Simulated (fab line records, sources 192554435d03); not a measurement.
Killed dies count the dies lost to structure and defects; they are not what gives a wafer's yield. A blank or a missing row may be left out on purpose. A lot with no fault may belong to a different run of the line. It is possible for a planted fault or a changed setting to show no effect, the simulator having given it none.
fab line records ; flow n5Finfet ; part 2 of 2: steps 4 to 6 of 6
record: lots: 24; wafers: 72; lastDay: 17
route steps=1938 shown BEOL_M1@773
lots that met no fault: from a run of the same line without faults
startH: hours from the record's opening day to when the first of the lot's shown wafers began ; waitH: hours since the lot's step before ; " as in the row above ; L1.1+2: a single row standing in for several wafers ; - no value present, or no start provided ; * or withheld: withheld ; < > ~ a bound
route shown NAME@n: NAME is a module with steps in the file, n the number in the route of the first one ; usual: mean/standard deviation of fault-free wafers ; same: alike in all rows ; chamber/n: place in a boat ; sites: each site's reading ; _std_site: standard deviation across them ; _edge_site: inner sites' mean taken away from outer sites' mean ; radiusMm: how far each site lies from the wafer's centre ; mask NAME#n: copy n ; behind: the most recent tool/chamber to have shaped the wafer ; hold: why the lot was held/for how many hours/how that ended ; device: whichever transistor did not switch (one of n, p or np) ; end of line: the route-end tests of the same wafers ; step lacking rows: just its recipe ; killed: at the first sort, the dies lost to defects and structure; wafer yield is something else ; map: per-die view of a wafer (x killed, . not killed, _ where there is no die)
set.NAME: the run value of the setting; set.NAME@STEP: its run value at that earlier step ; model.NAME: the simulator's own value behind a step, which no gauge read
steps of the route over a sample of lots; a table a step, a row a wafer
services: from which hour (startH, from the record's first day; less than 0 if before it) a tool's chamber was out of use, for how many hours, and why
== steps ==
step: N5_BEOL_M1_SURFACE_TREAT_85
recipe: gas: Ar; timeS: *; ionEnergyEv: *; ionCurrentMaCm2: 0.5; pressureMtorr: *; arFlowSccm: 30
usual: throttleValvePct: *
lot.wafer;tool;chamber;startH;waitH;throttleValvePct
L074.1;pvdSputter-03;-;128.78;0.1;*
L074.2;pvdSputter-03;-;128.78;0.1;*
L074.3;pvdSputter-03;-;128.78;0.1;*
L075.1;pvdSputter-02;-;139.11;0.2;*
L075.3;pvdSputter-02;-;139.11;0.2;*
L075.5;pvdSputter-02;-;139.11;0.2;*
L076.1;pvdSputter-02;-;151.90;0.9;*
L076.4;pvdSputter-02;-;151.90;0.9;*
L076.5;pvdSputter-02;-;151.90;0.9;*
L077.1;pvdSputter-03;-;154.87;0.1;*
L077.3;pvdSputter-03;-;154.87;0.1;*
L077.5;pvdSputter-03;-;154.87;0.1;*
L078.1;pvdSputter-02;-;154.90;0.1;*
L078.5;pvdSputter-02;-;154.90;0.1;*
L078.6;pvdSputter-02;-;154.90;0.1;*
L079.1;pvdSputter-02;-;161.58;0.1;*
L079.3;pvdSputter-02;-;161.58;0.1;*
L079.5;pvdSputter-02;-;161.58;0.1;*
L081.1;pvdSputter-02;-;169.24;0.1;*
L081.3;pvdSputter-02;-;169.24;0.1;*
L081.5;pvdSputter-02;-;169.24;0.1;*
L080.2;pvdSputter-02;-;169.36;0.2;*
L080.3;pvdSputter-02;-;169.36;0.2;*
L080.6;pvdSputter-02;-;169.36;0.2;*
L082.2;pvdSputter-02;-;179.12;0.3;*
L082.3;pvdSputter-02;-;179.12;0.3;*
L082.5;pvdSputter-02;-;179.12;0.3;*
L083.2;pvdSputter-02;-;183.24;0.2;*
L083.3;pvdSputter-02;-;183.24;0.2;*
L083.6;pvdSputter-02;-;183.24;0.2;*
L084.1;pvdSputter-03;-;192.02;0.3;*
L084.5;pvdSputter-03;-;192.02;0.3;*
L084.6;pvdSputter-03;-;192.02;0.3;*
L086.1;pvdSputter-03;-;202.50;0.2;*
L086.3;pvdSputter-03;-;202.50;0.2;*
L086.4;pvdSputter-03;-;202.50;0.2;*
L085.2;pvdSputter-03;-;202.54;0.2;*
L085.3;pvdSputter-03;-;202.54;0.2;*
L085.4;pvdSputter-03;-;202.54;0.2;*
L088.2;pvdSputter-03;-;211.38;0.4;*
L088.3;pvdSputter-03;-;211.38;0.4;*
L088.5;pvdSputter-03;-;211.38;0.4;*
L087.2;pvdSputter-03;-;223.80;0.1;*
L087.3;pvdSputter-03;-;223.80;0.1;*
L087.5;pvdSputter-03;-;223.80;0.1;*
L089.1;pvdSputter-03;-;226.85;0.2;*
L089.2;pvdSputter-03;-;226.85;0.2;*
L089.3;pvdSputter-03;-;226.85;0.2;*
L090.1;pvdSputter-01;-;226.86;0.2;*
L090.5;pvdSputter-01;-;226.86;0.2;*
L090.6;pvdSputter-01;-;226.86;0.2;*
L092.1;pvdSputter-03;-;229.47;0.2;*
L092.2;pvdSputter-03;-;229.47;0.2;*
L092.4;pvdSputter-03;-;229.47;0.2;*
L091.1;pvdSputter-02;-;231.48;0.2;*
L091.3;pvdSputter-02;-;231.48;0.2;*
L091.6;pvdSputter-02;-;231.48;0.2;*
L093.3;pvdSputter-03;-;241.56;0.1;*
L093.5;pvdSputter-03;-;241.56;0.1;*
L093.6;pvdSputter-03;-;241.56;0.1;*
L094.2;pvdSputter-01;-;244.47;0.2;*
L094.5;pvdSputter-01;-;244.47;0.2;*
L094.6;pvdSputter-01;-;244.47;0.2;*
L095.1;pvdSputter-03;-;254.31;0.2;*
L095.2;pvdSputter-03;-;254.31;0.2;*
L095.4;pvdSputter-03;-;254.31;0.2;*
L096.4;pvdSputter-03;-;265.49;0.2;*
L096.5;pvdSputter-03;-;265.49;0.2;*
L096.6;pvdSputter-03;-;265.49;0.2;*
L097.1;pvdSputter-03;-;266.18;0.2;*
L097.2;pvdSputter-03;-;266.18;0.2;*
L097.6;pvdSputter-03;-;266.18;0.2;*
step: N5_BEOL_M1_SPUTTER_88
recipe: material: Cu; targetThkA: 45; tempC: -20; chamberPressurePa: 0.07; powerW: withheld; timeS: 8.29
usual: chuckSensorTempC: -16.05/0.3; throttleValvePct: 30.1/1.3
lot.wafer;tool;chamber;startH;waitH;chuckSensorTempC;throttleValvePct
L074.1;pvdSputter-01;-;129.95;0.1;-16.38;27.8
L074.2;pvdSputter-01;-;129.95;0.1;-16.24;30.4
L074.3;pvdSputter-01;-;129.95;0.1;-16.12;28.9
L075.1;pvdSputter-01;-;140.23;0.1;-15.60;31.9
L075.3;pvdSputter-01;-;140.23;0.1;-16.21;28.9
L075.5;pvdSputter-01;-;140.23;0.1;-16.31;28.0
L076.1;pvdSputter-01;-;153.07;0.1;-16.15;30.2
L076.4;pvdSputter-01;-;153.07;0.1;-16.57;28.1
L076.5;pvdSputter-01;-;153.07;0.1;-16.06;29.1
L077.1;pvdSputter-02;-;155.99;0.1;-16.47;31.2
L077.3;pvdSputter-02;-;155.99;0.1;-16.03;30.9
L077.5;pvdSputter-02;-;155.99;0.1;-16.03;31.1
L078.1;pvdSputter-02;-;157.87;0.1;-15.93;31.1
L078.5;pvdSputter-02;-;157.87;0.1;-15.92;30.8
L078.6;pvdSputter-02;-;157.87;0.1;-15.92;30.9
L079.1;pvdSputter-01;-;162.69;0.1;-15.54;31.5
L079.3;pvdSputter-01;-;162.69;0.1;-16.07;30.1
L079.5;pvdSputter-01;-;162.69;0.1;-16.12;28.8
L081.1;pvdSputter-02;-;170.34;0.1;-16.65;30.9
L081.3;pvdSputter-02;-;170.34;0.1;-15.89;31.1
L081.5;pvdSputter-02;-;170.34;0.1;-16.03;30.9
L080.2;pvdSputter-01;-;170.74;0.1;-15.62;31.9
L080.3;pvdSputter-01;-;170.74;0.1;-16.61;27.9
L080.6;pvdSputter-01;-;170.74;0.1;-15.98;28.9
L082.2;pvdSputter-02;-;180.54;0.1;-16.59;30.9
L082.3;pvdSputter-02;-;180.54;0.1;-16.00;31.0
L082.5;pvdSputter-02;-;180.54;0.1;-16.08;31.0
L083.2;pvdSputter-01;-;184.55;0.1;-15.54;31.6
L083.3;pvdSputter-01;-;184.55;0.1;-16.23;29.0
L083.6;pvdSputter-01;-;184.55;0.1;-16.12;30.5
L084.1;pvdSputter-02;-;193.16;0.1;-16.14;31.0
L084.5;pvdSputter-02;-;193.16;0.1;-15.86;31.0
L084.6;pvdSputter-02;-;193.16;0.1;-15.72;30.7
L086.1;pvdSputter-02;-;203.62;0.1;-16.43;30.6
L086.3;pvdSputter-02;-;203.62;0.1;-15.97;30.6
L086.4;pvdSputter-02;-;203.62;0.1;-16.02;31.1
L085.2;pvdSputter-03;-;203.64;0.1;-15.91;30.7
L085.3;pvdSputter-03;-;203.64;0.1;-15.61;28.9
L085.4;pvdSputter-03;-;203.64;0.1;-16.15;28.3
L088.2;pvdSputter-01;-;213.26;0.1;-16.15;30.5
L088.3;pvdSputter-01;-;213.26;0.1;-16.00;28.9
L088.5;pvdSputter-01;-;213.26;0.1;-16.60;28.0
L087.2;pvdSputter-02;-;224.90;0.1;-16.00;31.1
L087.3;pvdSputter-02;-;224.90;0.1;-15.91;30.9
L087.5;pvdSputter-02;-;224.90;0.1;-15.92;30.7
L089.1;pvdSputter-01;-;227.96;0.1;-15.48;31.9
L089.2;pvdSputter-01;-;227.96;0.1;-16.02;30.1
L089.3;pvdSputter-01;-;227.96;0.1;-16.29;27.9
L090.1;pvdSputter-03;-;228.17;0.1;-16.24;28.5
L090.5;pvdSputter-03;-;228.17;0.1;-15.72;30.7
L090.6;pvdSputter-03;-;228.17;0.1;-16.24;28.3
L092.1;pvdSputter-03;-;230.63;0.1;-15.29;28.4
L092.2;pvdSputter-03;-;230.63;0.1;-15.76;30.9
L092.4;pvdSputter-03;-;230.63;0.1;-16.25;28.6
L091.1;pvdSputter-02;-;232.66;0.1;-16.44;30.8
L091.3;pvdSputter-02;-;232.66;0.1;-16.07;31.1
L091.6;pvdSputter-02;-;232.66;0.1;-15.88;30.8
L093.3;pvdSputter-01;-;242.67;0.1;-16.06;29.0
L093.5;pvdSputter-01;-;242.67;0.1;-15.91;30.4
L093.6;pvdSputter-01;-;242.67;0.1;-16.52;27.9
L094.2;pvdSputter-01;-;245.58;0.1;-16.46;27.9
L094.5;pvdSputter-01;-;245.58;0.1;-15.72;31.4
L094.6;pvdSputter-01;-;245.58;0.1;-16.30;30.3
L095.1;pvdSputter-03;-;255.69;0.1;-15.85;30.9
L095.2;pvdSputter-03;-;255.69;0.1;-16.21;28.5
L095.4;pvdSputter-03;-;255.69;0.1;-16.15;28.3
L096.4;pvdSputter-02;-;266.62;0.1;-15.94;31.0
L096.5;pvdSputter-02;-;266.62;0.1;-16.63;30.8
L096.6;pvdSputter-02;-;266.62;0.1;-15.99;30.7
L097.1;pvdSputter-01;-;268.48;0.1;-16.33;27.7
L097.2;pvdSputter-01;-;268.48;0.1;-15.73;31.8
L097.6;pvdSputter-01;-;268.48;0.1;-16.11;30.6
step: N5_BEOL_M1_THK_MEAS_53
recipe: thkMeasGauge: xrf; reads: Cu_of_BEOL_M1_ECD_50
usual: M1_THK: 39.3/1.4
lot.wafer;tool;chamber;startH;waitH;M1_THK[nm]
L074.1;filmMetro-01;-;131.62;-;39.4
L074.2;filmMetro-01;-;131.62;-;38.6
L074.3;filmMetro-01;-;131.62;-;38.5
L075.1;filmMetro-01;-;141.90;-;39.0
L075.3;filmMetro-01;-;141.90;-;40.6
L075.5;filmMetro-01;-;141.90;-;41.3
L076.1;filmMetro-02;-;154.75;-;36.6
L076.4;filmMetro-02;-;154.75;-;37.9
L076.5;filmMetro-02;-;154.75;-;38.4
L077.1;filmMetro-02;-;157.66;-;38.9
L077.3;filmMetro-02;-;157.66;-;37.1
L077.5;filmMetro-02;-;157.66;-;37.1
L078.1;filmMetro-02;-;159.54;-;38.2
L078.5;filmMetro-02;-;159.54;-;40.7
L078.6;filmMetro-02;-;159.54;-;40.5
L079.1;filmMetro-01;-;164.41;-;41.1
L079.3;filmMetro-01;-;164.41;-;37.1
L079.5;filmMetro-01;-;164.41;-;40.9
L081.1;filmMetro-02;-;172.15;-;37.8
L081.3;filmMetro-02;-;172.15;-;38.9
L081.5;filmMetro-02;-;172.15;-;39.6
L080.2;filmMetro-02;-;172.64;-;39.6
L080.3;filmMetro-02;-;172.64;-;39.4
L080.6;filmMetro-02;-;172.64;-;39.4
L082.2;filmMetro-02;-;182.21;-;40.5
L082.3;filmMetro-02;-;182.21;-;40.0
L082.5;filmMetro-02;-;182.21;-;39.6
L083.2;filmMetro-02;-;186.22;-;40.0
L083.3;filmMetro-02;-;186.22;-;38.9
L083.6;filmMetro-02;-;186.22;-;41.7
L084.1;filmMetro-01;-;194.83;-;39.0
L084.5;filmMetro-01;-;194.83;-;41.8
L084.6;filmMetro-01;-;194.83;-;39.3
L086.1;filmMetro-01;-;205.28;-;39.2
L086.3;filmMetro-01;-;205.28;-;39.9
L086.4;filmMetro-01;-;205.28;-;40.7
L085.2;filmMetro-02;-;205.31;-;39.0
L085.3;filmMetro-02;-;205.31;-;35.1
L085.4;filmMetro-02;-;205.31;-;35.4
L088.2;filmMetro-01;-;215.04;-;40.0
L088.3;filmMetro-01;-;215.04;-;41.7
L088.5;filmMetro-01;-;215.04;-;39.6
L087.2;filmMetro-01;-;226.57;-;38.3
L087.3;filmMetro-01;-;226.57;-;38.8
L087.5;filmMetro-01;-;226.57;-;40.1
L089.1;filmMetro-02;-;229.62;-;38.4
L089.2;filmMetro-02;-;229.62;-;38.5
L089.3;filmMetro-02;-;229.62;-;37.0
L090.1;filmMetro-02;-;229.98;-;39.2
L090.5;filmMetro-02;-;229.98;-;40.1
L090.6;filmMetro-02;-;229.98;-;39.9
L092.1;filmMetro-02;-;232.30;-;38.1
L092.2;filmMetro-02;-;232.30;-;37.5
L092.4;filmMetro-02;-;232.30;-;37.2
L091.1;filmMetro-02;-;234.34;-;39.6
L091.3;filmMetro-02;-;234.34;-;40.1
L091.6;filmMetro-02;-;234.34;-;40.5
L093.3;filmMetro-02;-;244.49;-;37.8
L093.5;filmMetro-02;-;244.49;-;40.1
L093.6;filmMetro-02;-;244.49;-;40.5
L094.2;filmMetro-01;-;247.25;-;38.9
L094.5;filmMetro-01;-;247.25;-;39.7
L094.6;filmMetro-01;-;247.25;-;42.6
L095.1;filmMetro-02;-;257.57;-;40.0
L095.2;filmMetro-02;-;257.57;-;39.1
L095.4;filmMetro-02;-;257.57;-;40.3
L096.4;filmMetro-02;-;268.56;-;40.7
L096.5;filmMetro-02;-;268.56;-;40.3
L096.6;filmMetro-02;-;268.56;-;38.8
L097.1;filmMetro-01;-;270.15;-;36.6
L097.2;filmMetro-01;-;270.15;-;37.8
L097.6;filmMetro-01;-;270.15;-;42.1
== services ==
tool;chamber;startH;hours;kind
rieDiel-02;-;104.66;0.8;repair
pvdSputter-02;-;114.88;19.9;repair
rieDiel-04;-;117.44;2.2;repair
rieDiel-03;2;119.39;6.6;repair
rieDiel-02;-;126.83;2.8;pm
pvdSputter-01;-;143.08;4.3;repair
rieDiel-02;3;178.90;-;clean
rieDiel-02;3;178.90;-;consumableReplace:focusRing
rieDiel-02;3;178.90;12.8;scheduledDown
rieDiel-02;3;178.90;12.8;ventCycle
rieDiel-02;3;210.65;2.9;repair
rieDiel-03;0;225.48;-;clean
rieDiel-03;0;225.48;-;consumableReplace:focusRing
rieDiel-03;0;225.48;-;consumableReplace:showerhead
rieDiel-03;0;225.48;21.1;scheduledDown
rieDiel-03;0;225.48;21.1;ventCycle
rieDiel-04;2;248.97;8.5;repair
rieDiel-02;3;249.69;7.0;repair
